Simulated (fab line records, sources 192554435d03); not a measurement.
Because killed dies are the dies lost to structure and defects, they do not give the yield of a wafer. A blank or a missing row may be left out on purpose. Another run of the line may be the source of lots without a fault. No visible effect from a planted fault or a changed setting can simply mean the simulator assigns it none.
fab line records	flow n5Finfet
[record] lots = 9	wafers = 27	lastDay = 18
route steps=1938 shown FIN_SAQP@135 FIN_CUT@165 BEOL_M4@1111 PASSIVATION@1936
lots untouched by any fault: they come from a run of this same line in which no faults occurred
startH: hours from the record's first day to the start of the lot's first wafer shown	waitH: hours elapsed since this lot's preceding step	" repeats the value in the row above	L1.1+2: a row that stands for several wafers	- no value present, or no start provided	* or withheld: withheld	< > ~ a bound
route shown NAME@n: NAME is a module with steps in the file, n the number in the route of the first one	usual: the fault-free wafers' mean and standard deviation	same: alike in all rows	chamber/n: place in a boat	sites: each site's reading	_std_site: standard deviation of those values	_edge_site: outer sites' mean less inner sites'	radiusMm: for every site, how far away it sits from the centre of the wafer	mask NAME#n: copy n	behind: the last tool/chamber to shape the wafer	hold: cause of the lot's hold/its duration in hours/its outcome	device: names the non-switching transistor (n, p or np)	end of line: tests of these same wafers at the route's end	a step without rows: its recipe alone	killed: at the first sort, the dies lost to defects and structure; wafer yield is something else	map: dies across one wafer; x = killed, . = not, _ = none there
set.NAME: the run value of the setting; set.NAME@STEP: its run value at that earlier step	model.NAME: the simulator's own value behind a step, which no gauge read
a sample of lots followed through the steps of the route, with each step as a table and each wafer as a row
services: a tool's chamber out of use, with start hour (startH, from the record's first day; less than 0 if before it), hours out, and reason
[[steps]]
[step N5_FIN_SAQP_ETCH_67]
[recipe] chemistry = CH3F/O2	target = SiNx	targetDepthA = 300	maskMaterial = SOC	pressureMtorr = 30	sourceW = 395	biasW = 73	Ar_flow_sccm = 150	CH3F_flow_sccm = 30	O2_flow_sccm = 20	ionEnergyEv = 120
[usual] O2_flow_sccm = 20.00/0.067	chamberPressureMTorr = 30.001/0.027	drypumpMotorCurrentA = 5.6/0.61	oesProductAu = 0.77/0.089	rfVppV = 296/7.7	showerheadPlenumPTorr = 2.01/0.065	throttleValvePct = 16.3/0.33
lot.wafer	tool	chamber	startH	waitH	O2_flow_sccm	chamberPressureMTorr	drypumpMotorCurrentA	oesProductAu	rfHoursCounterH	rfVppV	showerheadPlenumPTorr	throttleValvePct
L705.1	rieDiel-06	3	37.33	0.0	20.04	30.006	6.6	0.74	166	301	2.07	16.5
L705.3	"	0	"	"	20.10	29.968	5.0	0.99	8	305	2.13	15.9
L705.5	"	3	"	"	19.99	30.058	6.6	0.74	-	302	2.07	16.5
L709.3	rieDiel-05	2	61.06	0.0	20.04	29.970	5.6	0.84	64	301	2.04	16.2
L709.4	"	0	"	"	20.04	29.996	5.2	0.84	-	292	1.97	16.1
L709.6	"	1	"	"	20.07	29.975	4.8	0.71	-	289	1.97	16.0
L711.2	rieDiel-05	2	72.94	0.0	20.03	30.019	5.6	0.83	69	301	2.04	16.2
L711.3	"	0	"	"	20.01	30.012	5.2	0.83	63	292	1.97	16.1
L711.6	"	1	"	"	19.96	30.023	4.8	0.70	-	289	1.96	16.1
L713.1	rieDiel-06	3	84.84	0.0	19.96	29.971	6.7	0.72	183	300	2.06	16.5
L713.3	"	1	"	"	20.02	29.987	5.1	0.68	220	291	1.97	16.3
L713.5	"	2	"	"	20.02	29.995	6.4	0.72	-	285	1.91	17.0
L714.1	rieDiel-05	1	91.39	0.0	19.92	29.998	4.8	0.69	237	290	1.96	16.1
L714.3	"	0	"	"	20.02	30.025	5.3	0.84	70	292	1.96	16.1
L714.4	"	2	"	"	19.97	29.964	5.6	0.82	74	300	2.04	16.3
L717.2	rieDiel-06	2	110.14	0.0	20.02	29.977	6.4	0.71	214	283	1.91	17.0
L717.5	"	2	"	"	20.14	30.020	6.4	0.71	-	284	1.91	17.0
L717.6	"	1	"	"	20.05	30.002	5.1	0.67	-	290	1.97	16.4
L718.1	rieDiel-05	3	115.42	0.0	19.91	29.957	5.4	0.70	218	297	1.99	16.4
L718.4	"	2	"	"	20.03	30.017	5.6	0.82	83	302	2.03	16.3
L718.6	"	2	"	"	20.02	30.028	5.6	0.82	-	300	2.03	16.3
L721.4	rieDiel-02	3	132.03	0.0	20.00	29.975	5.8	0.82	95	294	2.02	16.1
L721.5	"	0	"	"	20.13	30.012	5.7	0.86	-	299	1.96	16.0
L721.6	"	3	"	"	20.07	30.018	5.8	0.82	-	294	2.02	16.1
L726.2	rieDiel-06	1	162.55	0.0	19.91	30.005	5.1	0.68	248	290	1.97	16.4
L726.3	"	2	"	"	20.13	29.985	6.5	0.71	232	284	1.91	17.0
L726.5	"	0	"	"	19.98	29.988	5.0	0.90	-	303	2.12	16.0
[step N5_FIN_SAQP_RECESS_71]
[recipe] chemistry = HF/NH3	target = SiO2	targetDepthA = 30	afsCycles = 1	tempC = 30	sublimationTempC = 180	sublimationTimeS = 60
[usual] drypumpMotorCurrentA = 5.6/0.38
lot.wafer	tool	chamber	startH	waitH	drypumpMotorCurrentA
L705.1	vaporEtch-02	0	37.43	0.0	5.4
L705.3	"	0	"	"	5.3
L705.5	"	0	"	"	5.3
L709.3	vaporEtch-02	0	61.20	0.1	5.3
L709.4	"	1	"	"	6.2
L709.6	"	1	"	"	6.2
L711.2	vaporEtch-01	1	73.04	0.0	5.4
L711.3	"	0	"	"	5.4
L711.6	"	1	"	"	5.4
L713.1	vaporEtch-01	1	84.94	0.0	5.4
L713.3	"	0	"	"	5.4
L713.5	"	0	"	"	5.4
L714.1	vaporEtch-01	0	91.49	0.0	5.4
L714.3	"	0	"	"	5.4
L714.4	"	1	"	"	5.4
L717.2	vaporEtch-01	0	110.24	0.0	5.4
L717.5	"	1	"	"	5.4
L717.6	"	0	"	"	5.4
L718.1	vaporEtch-02	1	115.52	0.0	6.2
L718.4	"	1	"	"	6.2
L718.6	"	0	"	"	5.4
L721.4	vaporEtch-02	0	132.17	0.1	5.3
L721.5	"	1	"	"	6.2
L721.6	"	0	"	"	5.3
L726.2	vaporEtch-01	1	162.65	0.0	5.4
L726.3	"	0	"	"	5.4
L726.5	"	1	"	"	5.4
[step N5_FIN_SAQP_PRECLEAN_38]
[recipe] chemistry = O3/DIW	timeS = 45	tempC = 22	o3Ppm = 10
lot.wafer	tool	chamber	startH	waitH
L705.1+3+5	wetBench-01	6,7,3	38.59	0.0
L709.3+4+6	wetBench-06	3,1,0	62.39	0.0
L711.2+3+6	wetBench-05	6,7,0	74.24	0.0
L713.1+3+5	wetBench-06	0,7,5	86.13	0.0
L714.1+3+4	wetBench-06	6,3,7	92.65	0.0
L717.2+5+6	wetBench-05	0,3,6	111.48	0.0
L718.1+4+6	wetBench-05	3,5,6	116.68	0.0
L721.4+5+6	wetBench-06	7,3,0	133.29	0.0
L726.2+3+5	wetBench-01	0,7,3	164.21	0.0
[step N5_FIN_SAQP_OCD_MEAS_76]
[usual] trenchDepthNm = 119.5/1.4
lot.wafer	tool	chamber	startH	waitH	trenchDepthNm
L705.1	ocd-01	-	38.65	0.0	117.5
L705.3	"	-	"	"	118.4
L705.5	"	-	"	"	120.3
L709.3	ocd-02	-	62.46	0.0	119.4
L709.4	"	-	"	"	119.9
L709.6	"	-	"	"	119.7
L711.2	ocd-02	-	74.30	0.0	118.3
L711.3	"	-	"	"	119.8
L711.6	"	-	"	"	118.6
L713.1	ocd-02	-	86.19	0.0	118.2
L713.3	"	-	"	"	118.2
L713.5	"	-	"	"	119.3
L714.1	ocd-02	-	92.71	0.0	121.3
L714.3	"	-	"	"	120.1
L714.4	"	-	"	"	121.8
L717.2	ocd-02	-	111.54	0.0	119.6
L717.5	"	-	"	"	120.7
L717.6	"	-	"	"	121.8
L718.1	ocd-02	-	116.74	0.0	118.1
L718.4	"	-	"	"	121.4
L718.6	"	-	"	"	118.9
L721.4	ocd-01	-	133.36	0.0	117.6
L721.5	"	-	"	"	120.9
L721.6	"	-	"	"	117.0
L726.2	ocd-02	-	164.27	0.0	119.7
L726.3	"	-	"	"	118.4
L726.5	"	-	"	"	120.5
[step N5_FIN_SAQP_INSPECT_40]
[recipe] inspectInstrument = brightfield	mode = aei
[usual] rawDefectCount = 225/68
lot.wafer	tool	chamber	startH	waitH	rawDefectCount
L705.1	defectInspect-02	-	38.68	0.0	233
L705.3	"	-	"	"	152
L705.5	"	-	"	"	276
L709.3	defectInspect-01	-	62.49	0.0	154
L709.4	"	-	"	"	146
L709.6	"	-	"	"	208
L711.2	defectInspect-01	-	74.33	0.0	236
L711.3	"	-	"	"	353
L711.6	"	-	"	"	340
L713.1	defectInspect-01	-	86.23	0.0	308
L713.3	"	-	"	"	285
L713.5	"	-	"	"	226
L714.1	defectInspect-01	-	92.74	0.0	198
L714.3	"	-	"	"	188
L714.4	"	-	"	"	240
L717.2	defectInspect-01	-	111.57	0.0	124
L717.5	"	-	"	"	165
L717.6	"	-	"	"	182
L718.1	defectInspect-01	-	116.77	0.0	136
L718.4	"	-	"	"	167
L718.6	"	-	"	"	213
L721.4	defectInspect-02	-	133.38	0.0	412
L721.5	"	-	"	"	232
L721.6	"	-	"	"	663
L726.2	defectInspect-02	-	164.30	0.0	110
L726.3	"	-	"	"	270
L726.5	"	-	"	"	205
[step N5_FIN_CUT_INSPECT_10]
[recipe] mode = adi	inspectInstrument = brightfield
[usual] rawDefectCount = 43/11
lot.wafer	tool	chamber	startH	waitH	rawDefectCount
L705.1	defectInspect-01	-	39.07	0.1	36
L705.3	"	-	"	"	31
L705.5	"	-	"	"	37
L709.3	defectInspect-01	-	63.00	0.0	33
L709.4	"	-	"	"	25
L709.6	"	-	"	"	53
L711.2	defectInspect-02	-	74.72	0.0	49
L711.3	"	-	"	"	72
L711.6	"	-	"	"	66
L713.1	defectInspect-01	-	86.62	0.1	46
L713.3	"	-	"	"	48
L713.5	"	-	"	"	31
L714.1	defectInspect-02	-	93.26	0.1	41
L714.3	"	-	"	"	47
L714.4	"	-	"	"	40
L717.2	defectInspect-01	-	112.09	0.0	26
L717.5	"	-	"	"	39
L717.6	"	-	"	"	31
L718.1	defectInspect-02	-	117.29	0.1	39
L718.4	"	-	"	"	49
L718.6	"	-	"	"	39
L721.4	defectInspect-02	-	133.77	0.0	68
L721.5	"	-	"	"	34
L721.6	"	-	"	"	338
L726.2	defectInspect-02	-	169.20	0.0	37
L726.3	"	-	"	"	40
L726.5	"	-	"	"	43
[step N5_FIN_CUT_INSPECT_17]
[recipe] inspectInstrument = brightfield	mode = aei
[usual] rawDefectCount = 228/62
lot.wafer	tool	chamber	startH	waitH	rawDefectCount
L705.1	defectInspect-02	-	40.09	0.0	219
L705.3	"	-	"	"	180
L705.5	"	-	"	"	274
L709.3	defectInspect-01	-	64.15	0.0	166
L709.4	"	-	"	"	158
L709.6	"	-	"	"	204
L711.2	defectInspect-01	-	75.70	0.0	241
L711.3	"	-	"	"	337
L711.6	"	-	"	"	340
L713.1	defectInspect-01	-	87.56	0.0	302
L713.3	"	-	"	"	294
L713.5	"	-	"	"	213
L714.1	defectInspect-01	-	94.43	0.0	196
L714.3	"	-	"	"	181
L714.4	"	-	"	"	239
L717.2	defectInspect-02	-	113.24	0.0	147
L717.5	"	-	"	"	186
L717.6	"	-	"	"	206
L718.1	defectInspect-02	-	118.27	0.0	141
L718.4	"	-	"	"	174
L718.6	"	-	"	"	273
L721.4	defectInspect-01	-	134.72	0.0	357
L721.5	"	-	"	"	206
L721.6	"	-	"	"	621
L726.2	defectInspect-02	-	170.14	0.0	104
L726.3	"	-	"	"	252
L726.5	"	-	"	"	213
[step N5_BEOL_M4_RC_MEAS_101]
[usual] DIBL_N = 36.5/1.4	DIBL_P = 36.6/1.9	IOFF_N = 0.167/0.029	IOFF_P = 0.21/0.033	ION_N = 674/12	ION_P = 460/8.9	SS_N = 71.6/0.57	SS_P = 73.4/0.61	VT_N = 249/3.3	VT_P = -250/3.3
lot.wafer	tool	chamber	startH	waitH	DIBL_N[mV/V]	DIBL_P[mV/V]	IOFF_N[nA/um]	IOFF_P[nA/um]	ION_N[uA/um]	ION_P[uA/um]	SS_N[mV/dec]	SS_P[mV/dec]	VT_N[mV]	VT_P[mV]
L705.1	prober-02	0	178.37	0.0	36.0	36.0	0.160	0.20	664	454	71.5	73.9	250	-252
L705.3	"	0	"	"	34.5	33.9	0.134	0.18	657	450	71.3	73.7	252	-256
L705.5	"	0	"	"	38.5	39.2	0.214	0.26	674	459	72.6	74.7	244	-247
L709.3	prober-01	0	204.07	0.3	37.1	38.5	0.212	0.25	682	468	72.3	73.9	246	-248
L709.4	"	0	"	"	35.5	35.8	0.180	0.21	694	470	72.4	72.8	246	-249
L709.6	"	0	"	"	35.7	36.4	0.170	0.21	678	462	72.6	73.1	248	-249
L711.2	prober-02	0	210.35	0.2	36.2	35.3	0.164	0.18	669	453	72.0	72.7	249	-253
L711.3	"	0	"	"	35.3	35.3	0.157	0.18	678	457	71.5	73.0	248	-253
L711.6	"	0	"	"	37.7	38.0	0.191	0.23	679	467	72.2	74.1	245	-249
L713.1	prober-02	0	226.25	0.0	37.5	40.1	0.170	0.22	682	463	71.9	73.5	251	-251
L713.3	"	0	"	"	35.7	38.1	0.151	0.20	666	461	72.4	73.6	250	-252
L713.5	"	0	"	"	35.2	36.2	0.130	0.16	657	447	71.7	73.6	251	-257
L714.1	prober-01	0	233.39	0.0	37.6	37.8	0.174	0.24	669	461	71.9	73.7	250	-250
L714.3	"	0	"	"	36.9	38.0	0.172	0.26	694	477	71.3	73.5	248	-247
L714.4	"	0	"	"	36.2	36.3	0.153	0.22	684	468	71.9	73.2	249	-247
L717.2	prober-02	0	263.80	0.2	38.3	39.6	0.211	0.29	697	479	71.4	73.7	248	-245
L717.5	"	0	"	"	39.2	40.3	0.215	0.29	685	469	72.0	74.0	246	-244
L717.6	"	0	"	"	35.4	35.6	0.146	0.21	673	468	71.3	72.5	249	-250
L718.1	prober-01	0	265.74	0.0	37.8	38.8	0.196	0.22	677	460	71.7	73.6	245	-248
L718.4	"	0	"	"	36.9	37.7	0.180	0.21	685	464	71.3	73.5	247	-250
L718.6	"	0	"	"	35.8	36.3	0.148	0.19	670	461	71.3	73.9	249	-252
L721.4	prober-01	0	289.69	0.5	37.9	38.4	0.174	0.24	668	462	72.1	73.4	248	-251
L721.5	"	0	"	"	39.4	41.1	0.228	0.29	703	481	71.8	74.9	245	-247
L721.6	"	0	"	"	38.6	38.5	0.181	0.23	658	452	71.8	73.6	250	-251
L726.2	prober-01	0	308.71	0.2	35.2	34.8	0.133	0.19	649	452	72.1	72.1	252	-252
L726.3	"	0	"	"	35.4	35.0	0.141	0.20	670	462	71.4	72.8	250	-251
L726.5	"	0	"	"	36.6	36.5	0.165	0.21	663	447	72.4	71.9	249	-251
[step N5_PASSIVATION_PROBE_49]
[usual] defectLimitedYield = 91.2/1.6	killed_at_M0_to_M3 = 34/11	killed_at_M4_up = 14/5.7	killedAtContacts = 14/6.6	killedAtFrontEnd = 37/10	killedAtOther = 4/3.2	killedDies = 104/19	killedOpen = 69/13	killedShort = 33/8.7	sort_bin_5_function = 5.1/1	sort_bin_6_memory = 3.3/0.76	sortNPass = 1076/19	sortYieldPct = 91.2/1.6
[same] grossDies = 1180	killedAtBackSide = 0	sort_bin_4_leakage[%] = 0	sort_bin_8_speed[%] = 0
lot.wafer	tool	chamber	startH	waitH	defectLimitedYield[%]	killed_at_M0_to_M3	killed_at_M4_up	killedAtContacts	killedAtFrontEnd	killedAtOther	killedDies	killedOpen	killedShort	sort_bin_5_function[%]	sort_bin_6_memory[%]	sortNPass	sortYieldPct[%]
L709.3	prober-01	-	297.49	0.1	90.7	27	10	17	52	4	110	85	24	5.3	3.9	1070	90.7
L709.4	prober-01	-	297.54	0.2	92.0	28	10	14	38	4	94	62	32	5.3	2.5	1086	92.0
L709.6	prober-01	-	297.64	0.3	92.4	25	8	14	38	5	90	63	27	4.5	2.8	1090	92.4
L711.2	prober-02	-	308.74	0.1	92.6	25	14	12	29	7	87	61	24	4.5	2.6	1093	92.6
L711.3	prober-02	-	308.79	0.1	92.3	31	9	35	15	1	91	66	25	4.3	3.1	1089	92.3
L711.6	prober-02	-	308.94	0.3	94.3	18	13	11	23	2	67	47	20	3.1	2.5	1113	94.3
L713.5	prober-01	-	326.47	0.2	89.4	44	16	15	39	11	125	88	35	6.6	3.9	1055	89.4
L714.1	prober-01	-	331.48	0.0	94.0	27	9	13	17	5	71	48	21	3.1	2.7	1109	94.0
L714.3	prober-01	-	331.58	0.1	90.8	36	26	13	30	4	109	80	26	5.4	3.5	1071	90.8
L714.4	prober-01	-	331.63	0.2	90.8	35	21	22	25	6	109	75	31	5.5	3.5	1071	90.8
L718.1	prober-01	-	366.10	0.0	91.2	38	9	9	40	8	104	72	31	5.3	3.4	1076	91.2
L718.4	prober-01	-	366.25	0.2	90.9	36	9	10	48	4	107	64	38	5.7	2.7	1073	90.9
L718.6	prober-01	-	366.35	0.3	91.4	49	4	10	35	4	102	59	39	4.2	3.9	1078	91.4
L717.2	prober-02	-	366.74	0.1	89.3	61	19	7	35	4	126	75	51	6.3	3.9	1054	89.3
L717.5	prober-02	-	366.89	0.2	88.8	52	19	14	44	3	132	84	48	5.9	5.1	1048	88.8
L717.6	prober-02	-	366.94	0.3	90.6	39	25	9	35	3	111	72	39	5.4	3.3	1069	90.6
L721.4	prober-01	-	395.88	0.2	93.1	19	12	7	35	8	81	50	29	3.8	3.0	1099	93.1
L721.5	prober-01	-	395.93	0.2	90.7	36	11	12	44	7	110	71	39	5.0	4.0	1070	90.7
L721.6	prober-01	-	395.98	0.3	88.3	45	6	9	73	5	138	73	29	6.9	3.8	1042	88.3
// killed by level:class
L709.3 STI_FIN_REVEAL:geometricParticle:open=27 MOL_CONTACT_COAG:geometricParticle:open=15 BEOL_M3:geometricParticle:open=11 BEOL_M1:geometricParticle:open=8 STI_FIN_REVEAL:geometricParticle:short=6 GATE_CUT:geometricParticle:short=6 BEOL_M4:geometricParticle:open=6 GATE_CUT:geometricParticle:open=4
L709.4 BEOL_M1:geometricParticle:short=12 MOL_CONTACT_COAG:geometricParticle:open=10 STI_FIN_REVEAL:geometricParticle:open=9 DUMMY_GATE:geometricParticle:open=7 BEOL_M1:geometricParticle:open=5 BEOL_M3:geometricParticle:open=5 FIN_SAQP:geometricParticle:short=4 FIN_SAQP:geometricParticle:open=4
L709.6 STI_FIN_REVEAL:geometricParticle:open=14 MOL_CONTACT_COAG:geometricParticle:open=13 FIN_SAQP:geometricParticle:open=7 FIN_SAQP:geometricParticle:short=5 BEOL_M0_SAQP:geometricParticle:open=5 BEOL_M3:geometricParticle:short=4 BEOL_M3:geometricParticle:open=4 BEOL_M0_SAQP:geometricParticle:short=3
L711.2 MOL_CONTACT_COAG:geometricParticle:open=8 BEOL_M4:geometricParticle:open=8 GATE_CUT:geometricParticle:short=7 BEOL_M1:geometricParticle:open=7 MOL_CONTACT_COAG:geometricParticle:short=4 BEOL_M2:geometricParticle:open=4 PASS1_CAP:geometricParticle:open=4 FIN_SAQP:geometricParticle:short=3
L711.3 MOL_CONTACT_COAG:geometricParticle:open=31 BEOL_M0_SAQP:geometricParticle:open=12 BEOL_M0_SAQP:geometricParticle:short=8 MOL_CONTACT_COAG:geometricParticle:short=4 BEOL_M4:geometricParticle:open=3 BEOL_M1:geometricParticle:short=3 BEOL_M1:geometricParticle:open=3 BEOL_M3:geometricParticle:open=3
L711.6 MOL_CONTACT_COAG:geometricParticle:open=10 STI_FIN_REVEAL:geometricParticle:open=8 BEOL_M4:geometricParticle:open=6 BEOL_M1:geometricParticle:open=5 BEOL_M7:geometricParticle:open=4 GATE_CUT:geometricParticle:short=4 BEOL_M0_SAQP:geometricParticle:short=4 BEOL_M2:geometricParticle:open=4
L713.5 FIN_SAQP:geometricParticle:open=16 MOL_CONTACT_COAG:geometricParticle:open=13 BEOL_M2:geometricParticle:open=13 FIN_SAQP:geometricParticle:short=9 BEOL_M0_SAQP:geometricParticle:open=8 BEOL_M4:geometricParticle:open=8 BEOL_M0_SAQP:geometricParticle:short=6 BEOL_M1:geometricParticle:open=5
L714.1 MOL_CONTACT_COAG:geometricParticle:open=10 BEOL_M1:geometricParticle:open=7 GATE_CUT:geometricParticle:short=6 BEOL_M0:geometricParticle:open=4 BEOL_M2:geometricParticle:open=4 BEOL_M3:geometricParticle:open=4 STI_FIN_REVEAL:geometricParticle:open=3 DUMMY_GATE:geometricParticle:open=2
L714.3 BEOL_M4:geometricParticle:open=14 MOL_CONTACT_COAG:geometricParticle:open=11 DUMMY_GATE:geometricParticle:open=8 BEOL_M0_SAQP:geometricParticle:short=8 BEOL_M0_SAQP:geometricParticle:open=7 BEOL_M2:geometricParticle:open=6 STI_FIN_REVEAL:geometricParticle:open=5 BEOL_M3:geometricParticle:open=5
L714.4 MOL_CONTACT_COAG:geometricParticle:open=14 BEOL_M4:geometricParticle:open=10 BEOL_M1:geometricParticle:open=9 BEOL_M0_SAQP:geometricParticle:short=8 FIN_SAQP:geometricParticle:open=7 MOL_CONTACT_COAG:geometricParticle:short=6 BEOL_M0_SAQP:geometricParticle:open=5 BEOL_M5:geometricParticle:open=4
L718.1 BEOL_M1:geometricParticle:open=11 BEOL_M3:geometricParticle:open=8 BEOL_M0_SAQP:geometricParticle:open=7 STI_FIN_REVEAL:geometricParticle:open=6 GATE_CUT:geometricParticle:short=6 MOL_CONTACT_COAG:geometricParticle:open=6 BEOL_M0_SAQP:geometricParticle:short=6 GATE_CUT:geometricParticle:open=5
L718.4 FIN_SAQP:geometricParticle:short=12 STI_FIN_REVEAL:geometricParticle:open=10 BEOL_M0_SAQP:geometricParticle:short=7 BEOL_M2:geometricParticle:open=7 FIN_SAQP:geometricParticle:open=6 MOL_CONTACT_COAG:geometricParticle:open=5 BEOL_M1:geometricParticle:open=5 MOL_CONTACT_COAG:geometricParticle:short=4
L718.6 BEOL_M0_SAQP:geometricParticle:open=15 BEOL_M0_SAQP:geometricParticle:short=9 MOL_CONTACT_COAG:geometricParticle:open=8 ILD0:geometricParticle:short=7 BEOL_M1:geometricParticle:open=7 BEOL_M3:geometricParticle:open=5 FIN_SAQP:geometricParticle:open=4 STI_FIN_REVEAL:geometricParticle:open=4
L717.2 BEOL_M0_SAQP:geometricParticle:short=18 BEOL_M0_SAQP:geometricParticle:open=13 BEOL_M1:geometricParticle:open=11 BEOL_M1:geometricParticle:short=10 STI_FIN_REVEAL:geometricParticle:open=9 BEOL_M4:geometricParticle:open=8 MOL_CONTACT_COAG:geometricParticle:open=6 FIN_SAQP:geometricParticle:open=5
L717.5 BEOL_M4:geometricParticle:open=16 BEOL_M0_SAQP:geometricParticle:open=14 GATE_CUT:geometricParticle:open=13 BEOL_M0_SAQP:geometricParticle:short=12 MOL_CONTACT_COAG:geometricParticle:open=11 GATE_CUT:geometricParticle:short=10 BEOL_M1:geometricParticle:short=9 BEOL_M1:geometricParticle:open=6
L717.6 STI_FIN_REVEAL:geometricParticle:open=10 MOL_CONTACT_COAG:geometricParticle:open=9 BEOL_M0_SAQP:geometricParticle:short=7 BEOL_M3:geometricParticle:open=7 BEOL_M4:geometricParticle:open=7 BEOL_M0_SAQP:geometricParticle:open=6 BEOL_M1:geometricParticle:open=6 BEOL_M1:geometricParticle:short=6
L721.4 FIN_SAQP:geometricParticle:open=11 BEOL_M0_SAQP:geometricParticle:open=7 FIN_SAQP:geometricParticle:short=6 GATE_CUT:geometricParticle:short=6 BEOL_M0_SAQP:geometricParticle:short=6 MOL_CONTACT_COAG:geometricParticle:open=5 BEOL_M4:geometricParticle:open=5 STI_FIN_REVEAL:geometricParticle:open=3
L721.5 FIN_SAQP:geometricParticle:open=12 MOL_CONTACT_COAG:geometricParticle:open=10 FIN_SAQP:geometricParticle:short=8 BEOL_M3:geometricParticle:open=8 BEOL_M1:geometricParticle:open=7 BEOL_M2:geometricParticle:open=7 GATE_CUT:geometricParticle:short=6 STARTING-WAFER:geometricParticle:short=5
L721.6 FIN_SAQP:unspecified=35 BEOL_M3:geometricParticle:open=21 GATE_CUT:geometricParticle:short=9 FIN_SAQP:geometricParticle:open=8 MOL_CONTACT_COAG:geometricParticle:open=8 BEOL_M0_SAQP:geometricParticle:open=8 STI_FIN_REVEAL:geometricParticle:open=7 DUMMY_GATE:geometricParticle:open=4
[[services]]
tool	chamber	startH	hours	kind
wetBench-06	-	17.78	1.2	repair
rieDiel-05	0	20.51	15.5	repair
rieDiel-02	2	39.15	-	clean
rieDiel-02	2	39.15	-	consumableReplace:focusRing
rieDiel-02	2	39.15	-	consumableReplace:showerhead
rieDiel-02	2	39.15	21.0	scheduledDown
rieDiel-02	2	39.15	21.0	ventCycle
rieDiel-05	3	54.01	8.8	repair
rieDiel-06	0	79.05	8.7	repair
rieDiel-02	1	87.10	2.7	repair
rieDiel-02	0	122.41	2.5	repair
vaporEtch-01	1	128.25	3.4	repair
rieDiel-05	1	129.72	-	clean
rieDiel-05	1	129.72	-	consumableReplace:focusRing
rieDiel-05	1	129.72	12.8	scheduledDown
rieDiel-05	1	129.72	12.8	ventCycle
rieDiel-02	0	151.41	1.6	repair
[[key]]
[firstSign] step = N5_FIN_SAQP_INSPECT_40	reading = rawDefectCount	direction = up	sigmas = 6.5	usual = 225	struck = 663
[effect] step = N5_FIN_CUT_INSPECT_10	reading = rawDefectCount	direction = up	sigmas = 26	usual = 43	struck = 338
[effect] step = N5_FIN_CUT_INSPECT_17	reading = rawDefectCount	direction = up	sigmas = 6.3	usual = 228	struck = 621
[effect] step = N5_PASSIVATION_PROBE_49	reading = killedAtFrontEnd	direction = up	sigmas = 3.5	usual = 37	struck = 73
[moreKillsBornAt] N5_FIN_SAQP_PRECLEAN_38@wetBench-06 = 35
metAt N5_FIN_SAQP_PRECLEAN_38
struckLots L721
struckWafers L721.6
notActingAt N5_FIN_SAQP_ETCH_67,N5_FIN_SAQP_RECESS_71,N5_FIN_SAQP_OCD_MEAS_76
onsetBetween 86.13 133.29
[fault] kind = chamberParticleSource	tool = wetBench-06	chamber = 0	onsetH = 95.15	steps = N5_FIN_SAQP_PRECLEAN_38	ratePerVisitCm2 = 0.37794	endH = 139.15
